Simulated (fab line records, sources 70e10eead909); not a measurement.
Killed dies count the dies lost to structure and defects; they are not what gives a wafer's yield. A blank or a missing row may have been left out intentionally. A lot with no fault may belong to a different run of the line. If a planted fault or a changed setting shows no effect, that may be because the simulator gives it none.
fab line records	flow nandHarc
[record] lots = 24	wafers = 72	lastDay = 24
route steps=1159 shown A_CONTACT@944 A_BLC@974 A_M0@1013 A_BONDPAD@1082
lots that met no fault: taken from a fault-free run of the same line
startH: the number of hours between the record's first day and the start of the first shown wafer of the lot	waitH: hours elapsed since this lot's preceding step	" identical to the entry in the row above	L1.1+2: several wafers, shown together as one row	- value missing, or start not given	* or withheld: withheld	< > ~ a bound
route shown NAME@n: names a module that has steps shown in the file, with the first one's number in the route	usual: average and standard deviation across the fault-free wafers	same: alike in all rows	chamber/n: place in a boat	sites: per-site readings	_std_site: the standard deviation of these	_edge_site: the outer-site mean with the inner-site mean subtracted	radiusMm: for every site, how far away it sits from the centre of the wafer	mask NAME#n: copy n	behind: the most recent tool/chamber to have shaped the wafer	hold: why the lot went on hold/how many hours it stayed there/how the hold came to an end	device: the transistor (n, p or np) that didn't switch	end of line: the route-end tests of the same wafers	a step given without rows: its recipe and nothing more	killed: count of dies lost to structure and defects at first sort (not the wafer's yield)	map: per-die view of a wafer (x killed, . not killed, _ where there is no die)
set.NAME: the run value of the setting; set.NAME@STEP: its run value at that earlier step	model.NAME: the simulator's own value behind a step, which no gauge read
the route's steps for a sample of lots (tables are steps, rows are wafers)
services: the hour from which a tool's chamber was out of use, counted from the record's first day as startH (under 0 if before that day), plus the number of hours and why
[[steps]]
[step NHARC_A_CONTACT_ETCH_135]
[recipe] sourceW = withheld	pressureMtorr = 20	biasV = 3000	timeS = 132	targetDepthA = 12870	arFlowSccm = withheld	c4f8FlowSccm = withheld	o2FlowSccm = withheld	chemistry = C4F8/O2/Ar
lot.wafer	tool	chamber	startH	waitH	rfHoursCounterH
L074.1	harCapEtch-02	0	377.22	0.2	10
L074.2	"	1	"	"	10
L074.3	"	1	"	"	-
L075.1	harCapEtch-02	1	386.71	0.2	12
L075.4	"	0	"	"	-
L075.3	"	1	"	"	-
L076.3	harCapEtch-02	1	392.07	0.1	-
L076.5	"	1	"	"	-
L076.6	"	0	"	"	-
L077.2	harCapEtch-03	0	394.18	0.2	87
L077.6	"	0	"	"	-
L077.5	"	1	"	"	-
L078.1	harCapEtch-01	0	397.64	0.2	62
L078.4	"	1	"	"	-
L078.5	"	0	"	"	-
L079.2	harCapEtch-02	0	409.34	0.2	16
L079.4	"	0	"	"	-
L079.3	"	1	"	"	-
L080.2	harCapEtch-03	1	413.30	0.2	90
L080.3	"	0	"	"	-
L080.4	"	1	"	"	-
L081.2	harCapEtch-02	0	419.16	0.2	17
L081.1	"	1	"	"	17
L081.4	"	0	"	"	-
L082.2	harCapEtch-02	1	443.38	0.2	20
L082.4	"	1	"	"	-
L082.3	"	0	"	"	-
L083.2	harCapEtch-01	1	444.78	0.2	69
L083.1	"	0	"	"	69
L083.4	"	0	"	"	-
L087.1	harCapEtch-01	1	452.76	0.2	71
L087.2	"	0	"	"	71
L087.4	"	1	"	"	-
L084.2	harCapEtch-03	0	456.42	0.2	99
L084.4	"	0	"	"	-
L084.5	"	0	"	"	-
L086.3	harCapEtch-03	0	457.87	0.1	-
L086.4	"	1	"	"	-
L086.6	"	0	"	"	-
L085.1	harCapEtch-02	1	458.59	0.2	24
L085.3	"	1	"	"	-
L085.6	"	1	"	"	-
L088.2	harCapEtch-01	0	461.13	0.2	73
L088.4	"	1	"	"	-
L088.5	"	1	"	"	-
L090.3	harCapEtch-01	1	470.96	0.1	-
L090.6	"	1	"	"	-
L090.5	"	0	"	"	-
L089.2	harCapEtch-03	1	472.21	0.2	101
L089.3	"	1	"	"	-
L089.4	"	0	"	"	-
L093.3	harCapEtch-03	1	495.54	0.1	-
L093.4	"	0	"	"	-
L093.5	"	1	"	"	-
L092.1	harCapEtch-02	0	500.32	0.2	30
L092.2	"	1	"	"	30
L092.6	"	1	"	"	-
L094.3	harCapEtch-01	0	507.01	0.3	-
L094.4	"	1	"	"	-
L094.6	"	0	"	"	-
L091.3	harCapEtch-03	0	514.19	0.1	-
L091.4	"	1	"	"	-
L091.5	"	0	"	"	-
L096.1	harCapEtch-01	1	515.12	0.2	80
L096.4	"	0	"	"	-
L096.3	"	1	"	"	-
L097.1	harCapEtch-03	1	519.76	0.2	108
L097.4	"	1	"	"	-
L097.3	"	0	"	"	-
L095.1	harCapEtch-03	1	525.54	0.2	109
L095.4	"	0	"	"	-
L095.6	"	1	"	"	-
[step NHARC_A_BLC_CD_MEAS_10]
[recipe] targetCdNm = 100	landingEnergyEv = 500
[usual] cdNm = 100.2/0.51
lot.wafer	tool	chamber	startH	waitH	cdNm
L074.1	cdSem-01	0	381.16	-	100.4
L074.2	"	0	"	"	100.2
L074.3	"	0	"	"	100.0
L075.1	cdSem-01	0	397.80	-	99.3
L075.3	"	0	"	"	100.0
L075.4	"	0	"	"	101.2
L076.3	cdSem-03	0	402.44	-	100.2
L076.5	"	0	"	"	99.9
L076.6	"	0	"	"	100.4
L077.2	cdSem-03	0	403.03	-	99.3
L077.5	"	0	"	"	100.3
L077.6	"	0	"	"	100.4
L078.1	cdSem-03	0	404.34	-	100.1
L078.4	"	0	"	"	99.5
L078.5	"	0	"	"	99.5
L079.2	cdSem-03	0	413.54	-	100.0
L079.3	"	0	"	"	99.9
L079.4	"	0	"	"	100.1
L080.2	cdSem-03	0	417.36	-	100.6
L080.3	"	0	"	"	99.9
L080.4	"	0	"	"	100.0
L081.1	cdSem-01	0	425.64	-	101.6
L081.2	"	0	"	"	101.3
L081.4	"	0	"	"	101.6
L082.2	cdSem-02	0	449.47	-	101.1
L082.3	"	0	"	"	100.2
L082.4	"	0	"	"	100.0
L083.1	cdSem-01	0	450.10	-	100.0
L083.2	"	0	"	"	100.3
L083.4	"	0	"	"	100.8
L087.1	cdSem-03	0	457.06	-	100.9
L087.2	"	0	"	"	100.1
L087.4	"	0	"	"	100.5
L084.2	cdSem-01	0	461.13	-	99.9
L084.4	"	0	"	"	100.7
L084.5	"	0	"	"	100.5
L086.3	cdSem-03	0	461.97	-	100.4
L086.4	"	0	"	"	100.5
L086.6	"	0	"	"	100.2
L085.1	cdSem-03	0	468.46	-	100.0
L085.3	"	0	"	"	100.4
L085.6	"	0	"	"	99.9
L088.2	cdSem-01	0	469.80	-	100.2
L088.4	"	0	"	"	100.3
L088.5	"	0	"	"	100.6
L090.3	cdSem-02	0	487.41	-	100.9
L090.5	"	0	"	"	101.1
L090.6	"	0	"	"	100.7
L089.2	cdSem-03	0	488.28	-	101.1
L089.3	"	0	"	"	100.8
L089.4	"	0	"	"	100.4
L093.3	cdSem-03	0	502.96	-	99.6
L093.4	"	0	"	"	99.2
L093.5	"	0	"	"	99.1
L092.1	cdSem-02	0	505.16	-	99.7
L092.2	"	0	"	"	100.2
L092.6	"	0	"	"	100.3
L094.3	cdSem-01	0	511.73	-	99.8
L094.4	"	0	"	"	100.2
L094.6	"	0	"	"	100.3
L091.3	cdSem-03	0	524.24	-	99.8
L091.4	"	0	"	"	99.8
L091.5	"	0	"	"	99.5
L096.1	cdSem-01	0	525.00	-	100.2
L096.3	"	0	"	"	100.0
L096.4	"	0	"	"	100.0
L097.1	cdSem-03	0	525.75	-	100.2
L097.3	"	0	"	"	100.0
L097.4	"	0	"	"	100.2
L095.1	cdSem-02	0	529.71	-	100.2
L095.4	"	0	"	"	100.2
L095.6	"	0	"	"	100.9
[step NHARC_A_M0_DEGAS_28]
[recipe] tempC = 250	timeS = 60
[usual] heaterPowerW = 323/21
lot.wafer	tool	chamber	startH	waitH	heaterPowerW
L074.3	pvdSputter-01	-	386.29	-	305
L074.2	"	-	"	"	331
L074.1	"	-	"	"	376
L075.4	pvdSputter-03	-	406.25	-	328
L075.3	"	-	"	"	329
L075.1	"	-	"	"	343
L076.3	pvdSputter-01	-	407.77	-	307
L076.5	"	-	"	"	299
L076.6	"	-	"	"	375
L077.2	pvdSputter-02	-	408.34	-	320
L077.5	"	-	"	"	330
L077.6	"	-	"	"	281
L078.4	pvdSputter-01	-	414.33	-	321
L078.1	"	-	"	"	302
L078.5	"	-	"	"	308
L079.4	pvdSputter-02	-	418.68	-	322
L079.3	"	-	"	"	320
L079.2	"	-	"	"	321
L080.3	pvdSputter-02	-	423.66	-	323
L080.2	"	-	"	"	283
L080.4	"	-	"	"	326
L081.4	pvdSputter-03	-	431.86	-	333
L081.1	"	-	"	"	339
L081.2	"	-	"	"	314
L083.1	pvdSputter-03	-	456.12	-	336
L083.2	"	-	"	"	321
L083.4	"	-	"	"	324
L082.2	pvdSputter-02	-	456.27	-	284
L082.3	"	-	"	"	322
L082.4	"	-	"	"	325
L087.1	pvdSputter-01	-	462.68	-	324
L087.4	"	-	"	"	301
L087.2	"	-	"	"	368
L084.2	pvdSputter-01	-	472.50	-	330
L084.4	"	-	"	"	316
L084.5	"	-	"	"	304
L086.3	pvdSputter-02	-	472.72	-	335
L086.4	"	-	"	"	288
L086.6	"	-	"	"	287
L085.3	pvdSputter-03	-	487.81	-	331
L085.1	"	-	"	"	356
L085.6	"	-	"	"	345
L088.4	pvdSputter-01	-	488.38	-	305
L088.2	"	-	"	"	368
L088.5	"	-	"	"	303
L090.3	pvdSputter-02	-	502.17	-	328
L090.6	"	-	"	"	329
L090.5	"	-	"	"	324
L089.4	pvdSputter-03	-	502.64	-	347
L089.2	"	-	"	"	334
L089.3	"	-	"	"	347
L093.4	pvdSputter-01	-	508.34	-	331
L093.3	"	-	"	"	304
L093.5	"	-	"	"	308
L092.1	pvdSputter-01	-	510.40	-	310
L092.2	"	-	"	"	318
L092.6	"	-	"	"	319
L094.4	pvdSputter-03	-	518.62	-	344
L094.3	"	-	"	"	343
L094.6	"	-	"	"	320
L091.4	pvdSputter-02	-	529.46	-	320
L091.3	"	-	"	"	328
L091.5	"	-	"	"	329
L096.1	pvdSputter-02	-	530.20	-	282
L096.3	"	-	"	"	318
L096.4	"	-	"	"	319
L097.4	pvdSputter-02	-	532.11	-	284
L097.1	"	-	"	"	317
L097.3	"	-	"	"	331
L095.1	pvdSputter-01	-	535.21	-	275
L095.4	"	-	"	"	330
L095.6	"	-	"	"	324
[step NHARC_A_M0_ANNEAL_30]
[recipe] tempC = 225	timeS = 90
[usual] annealTempCMax = 226.10/0.28	wafer_temp_C_max = 225.96/0.25
lot.wafer	tool	chamber	startH	waitH	annealTempCMax	wafer_temp_C_max
L074.1	rtpAnneal-01	0	387.08	-	226.17	225.91
L074.2	"	0	"	"	226.85	225.30
L074.3	"	0	"	"	226.07	225.65
L075.1	rtpAnneal-01	0	406.99	0.3	225.94	225.79
L075.3	"	0	"	"	225.57	225.70
L075.4	"	0	"	"	226.01	226.20
L076.3	rtpAnneal-02	0	408.61	0.3	225.92	226.03
L076.5	"	0	"	"	226.40	225.81
L076.6	"	0	"	"	226.08	225.87
L077.2	rtpAnneal-02	0	409.31	0.6	226.02	225.89
L077.5	"	0	"	"	226.67	225.99
L077.6	"	0	"	"	226.14	225.77
L078.1	rtpAnneal-02	0	415.10	-	226.00	225.96
L078.4	"	0	"	"	226.01	226.49
L078.5	"	0	"	"	225.84	226.53
L079.2	rtpAnneal-02	0	419.54	0.5	225.99	225.85
L079.3	"	0	"	"	226.20	226.02
L079.4	"	0	"	"	226.04	225.83
L080.2	rtpAnneal-02	0	424.49	0.4	225.90	226.09
L080.3	"	0	"	"	225.95	225.91
L080.4	"	0	"	"	225.96	226.38
L081.1	rtpAnneal-01	0	432.60	-	225.92	226.05
L081.2	"	0	"	"	226.20	225.71
L081.4	"	0	"	"	225.81	226.01
L083.1	rtpAnneal-01	0	456.91	0.3	225.82	226.02
L083.2	"	0	"	"	225.74	226.08
L083.4	"	0	"	"	225.86	225.83
L082.2	rtpAnneal-02	0	457.34	0.6	226.45	225.78
L082.3	"	0	"	"	225.90	225.86
L082.4	"	0	"	"	225.56	225.71
L087.1	rtpAnneal-02	0	463.57	0.4	226.15	225.36
L087.2	"	0	"	"	226.14	226.10
L087.4	"	0	"	"	225.82	225.45
L084.2	rtpAnneal-02	0	473.29	0.4	226.26	225.59
L084.4	"	0	"	"	226.30	226.29
L084.5	"	0	"	"	225.88	225.60
L086.3	rtpAnneal-01	0	473.56	0.3	225.95	225.81
L086.4	"	0	"	"	225.95	225.73
L086.6	"	0	"	"	225.85	225.65
L085.1	rtpAnneal-01	0	488.53	-	226.07	226.04
L085.3	"	0	"	"	226.50	226.03
L085.6	"	0	"	"	225.78	225.87
L088.2	rtpAnneal-02	0	489.29	0.4	225.97	226.17
L088.4	"	0	"	"	226.00	226.10
L088.5	"	0	"	"	226.45	226.10
L090.3	rtpAnneal-02	0	503.05	0.4	226.75	226.12
L090.5	"	0	"	"	226.44	225.82
L090.6	"	0	"	"	226.47	225.56
L089.2	rtpAnneal-01	0	503.43	-	225.64	225.69
L089.3	"	0	"	"	226.14	225.95
L089.4	"	0	"	"	225.81	225.73
L093.3	rtpAnneal-01	0	509.21	0.3	225.80	226.50
L093.4	"	0	"	"	226.11	226.13
L093.5	"	0	"	"	226.33	225.73
L092.1	rtpAnneal-02	0	511.14	0.3	225.88	226.20
L092.2	"	0	"	"	226.23	225.92
L092.6	"	0	"	"	226.19	225.92
L094.3	rtpAnneal-02	0	519.46	0.3	226.31	225.99
L094.4	"	0	"	"	225.91	226.23
L094.6	"	0	"	"	226.30	226.17
L091.3	rtpAnneal-02	0	530.30	0.3	226.09	226.36
L091.4	"	0	"	"	226.07	226.03
L091.5	"	0	"	"	226.24	225.79
L096.1	rtpAnneal-02	0	530.94	-	226.10	225.94
L096.3	"	0	"	"	226.23	226.21
L096.4	"	0	"	"	226.02	226.10
L097.1	rtpAnneal-01	0	533.22	0.3	226.03	225.87
L097.3	"	0	"	"	225.57	225.71
L097.4	"	0	"	"	225.99	225.68
L095.1	rtpAnneal-01	0	535.95	-	226.00	226.37
L095.4	"	0	"	"	226.11	225.98
L095.6	"	0	"	"	225.66	226.17
[step NHARC_A_BONDPAD_DEGAS_25]
[recipe] tempC = 300	timeS = 60
[usual] heaterPowerW = 447/28
lot.wafer	tool	chamber	startH	waitH	heaterPowerW
L074.1	pvdSputter-03	-	395.34	-	450
L074.2	"	-	"	"	464
L074.3	"	-	"	"	475
L075.1	pvdSputter-02	-	415.11	-	380
L075.3	"	-	"	"	448
L075.4	"	-	"	"	454
L076.3	pvdSputter-03	-	416.79	-	456
L076.6	"	-	"	"	454
L076.5	"	-	"	"	474
L077.2	pvdSputter-02	-	417.45	-	455
L077.5	"	-	"	"	458
L077.6	"	-	"	"	384
L078.4	pvdSputter-03	-	423.38	-	465
L078.1	"	-	"	"	456
L078.5	"	-	"	"	439
L079.4	pvdSputter-02	-	427.78	-	439
L079.2	"	-	"	"	447
L079.3	"	-	"	"	458
L080.2	pvdSputter-03	-	432.80	-	444
L080.3	"	-	"	"	480
L080.4	"	-	"	"	453
L081.4	pvdSputter-03	-	440.53	-	466
L081.2	"	-	"	"	483
L081.1	"	-	"	"	454
L083.1	pvdSputter-02	-	465.19	-	455
L083.4	"	-	"	"	401
L083.2	"	-	"	"	439
L082.2	pvdSputter-02	-	465.83	-	453
L082.3	"	-	"	"	401
L082.4	"	-	"	"	446
L087.1	pvdSputter-02	-	471.51	-	442
L087.2	"	-	"	"	395
L087.4	"	-	"	"	453
L084.2	pvdSputter-02	-	481.19	-	448
L084.4	"	-	"	"	448
L084.5	"	-	"	"	431
L086.3	pvdSputter-01	-	481.65	-	437
L086.4	"	-	"	"	444
L086.6	"	-	"	"	447
L085.1	pvdSputter-03	-	496.66	-	471
L085.3	"	-	"	"	485
L085.6	"	-	"	"	469
L088.2	pvdSputter-02	-	497.26	-	454
L088.4	"	-	"	"	453
L088.5	"	-	"	"	387
L090.3	pvdSputter-02	-	511.08	-	462
L090.6	"	-	"	"	454
L090.5	"	-	"	"	456
L089.4	pvdSputter-03	-	511.54	-	497
L089.3	"	-	"	"	471
L089.2	"	-	"	"	487
L093.3	pvdSputter-02	-	517.07	-	446
L093.4	"	-	"	"	452
L093.5	"	-	"	"	399
L092.2	pvdSputter-02	-	519.67	-	451
L092.1	"	-	"	"	408
L092.6	"	-	"	"	398
L094.3	pvdSputter-01	-	527.44	-	517
L094.4	"	-	"	"	401
L094.6	"	-	"	"	454
L091.4	pvdSputter-02	-	538.22	-	452
L091.3	"	-	"	"	454
L091.5	"	-	"	"	453
L096.3	pvdSputter-01	-	539.44	-	500
L096.1	"	-	"	"	393
L096.4	"	-	"	"	438
L097.1	pvdSputter-01	-	541.27	-	503
L097.3	"	-	"	"	403
L097.4	"	-	"	"	450
L095.1	pvdSputter-02	-	544.51	-	452
L095.4	"	-	"	"	462
L095.6	"	-	"	"	445
[step NHARC_A_BONDPAD_INSPECT_23]
[usual] rawDefectCount = 452/110
lot.wafer	tool	chamber	startH	waitH	rawDefectCount
L074.1	defectInspect-01	-	396.96	0.0	496
L074.2	"	-	"	"	365
L074.3	"	-	"	"	345
L075.1	defectInspect-02	-	416.73	0.0	663
L075.3	"	-	"	"	521
L075.4	"	-	"	"	431
L076.3	defectInspect-01	-	418.39	0.0	497
L076.5	"	-	"	"	742
L076.6	"	-	"	"	603
L077.2	defectInspect-01	-	419.05	0.0	287
L077.5	"	-	"	"	317
L077.6	"	-	"	"	456
L078.1	defectInspect-02	-	425.04	0.0	355
L078.4	"	-	"	"	329
L078.5	"	-	"	"	725
L079.2	defectInspect-02	-	429.39	0.0	328
L079.3	"	-	"	"	332
L079.4	"	-	"	"	436
L080.2	defectInspect-02	-	434.42	0.0	316
L080.3	"	-	"	"	370
L080.4	"	-	"	"	441
L081.1	defectInspect-01	-	442.18	0.0	440
L081.2	"	-	"	"	456
L081.4	"	-	"	"	548
L083.1	defectInspect-02	-	466.84	0.0	282
L083.2	"	-	"	"	336
L083.4	"	-	"	"	289
L082.2	defectInspect-01	-	467.48	0.0	642
L082.3	"	-	"	"	508
L082.4	"	-	"	"	417
L087.1	defectInspect-02	-	473.15	0.0	424
L087.2	"	-	"	"	334
L087.4	"	-	"	"	665
L084.2	defectInspect-02	-	482.82	0.0	378
L084.4	"	-	"	"	497
L084.5	"	-	"	"	466
L086.3	defectInspect-01	-	483.53	0.0	415
L086.4	"	-	"	"	403
L086.6	"	-	"	"	414
L085.1	defectInspect-01	-	498.27	0.0	374
L085.3	"	-	"	"	783
L085.6	"	-	"	"	712
L088.2	defectInspect-02	-	498.90	0.0	385
L088.4	"	-	"	"	405
L088.5	"	-	"	"	362
L090.3	defectInspect-01	-	512.73	0.0	397
L090.5	"	-	"	"	396
L090.6	"	-	"	"	453
L089.2	defectInspect-01	-	513.52	0.1	524
L089.3	"	-	"	"	539
L089.4	"	-	"	"	477
L093.3	defectInspect-01	-	518.68	0.0	483
L093.4	"	-	"	"	444
L093.5	"	-	"	"	329
L092.1	defectInspect-01	-	521.32	0.0	408
L092.2	"	-	"	"	467
L092.6	"	-	"	"	473
L094.3	defectInspect-02	-	529.20	0.0	319
L094.4	"	-	"	"	413
L094.6	"	-	"	"	459
L091.3	defectInspect-02	-	539.85	0.0	477
L091.4	"	-	"	"	594
L091.5	"	-	"	"	511
L096.1	defectInspect-01	-	541.09	0.1	408
L096.3	"	-	"	"	473
L096.4	"	-	"	"	512
L097.1	defectInspect-02	-	542.87	0.0	536
L097.3	"	-	"	"	469
L097.4	"	-	"	"	591
L095.1	defectInspect-02	-	546.16	0.0	439
L095.4	"	-	"	"	364
L095.6	"	-	"	"	484
[[services]]
tool	chamber	startH	hours	kind
pvdSputter-03	-	390.24	1.1	repair
pvdSputter-02	-	392.00	10.0	pm
pvdSputter-03	-	408.89	3.2	repair
pvdSputter-03	-	428.79	1.3	repair
pvdSputter-01	-	433.13	3.4	repair
pvdSputter-01	-	450.94	5.8	repair
pvdSputter-03	-	458.00	10.0	pm
harCapEtch-01	-	481.07	0.2	repair
pvdSputter-03	-	494.36	1.8	repair
harCapEtch-02	-	509.96	0.2	repair
pvdSputter-01	-	514.05	10.0	pm
harCapEtch-03	-	516.82	0.2	repair
pvdSputter-03	-	528.21	18.2	repair
rtpAnneal-01	-	540.09	0.4	repair
[[key]]
fault none
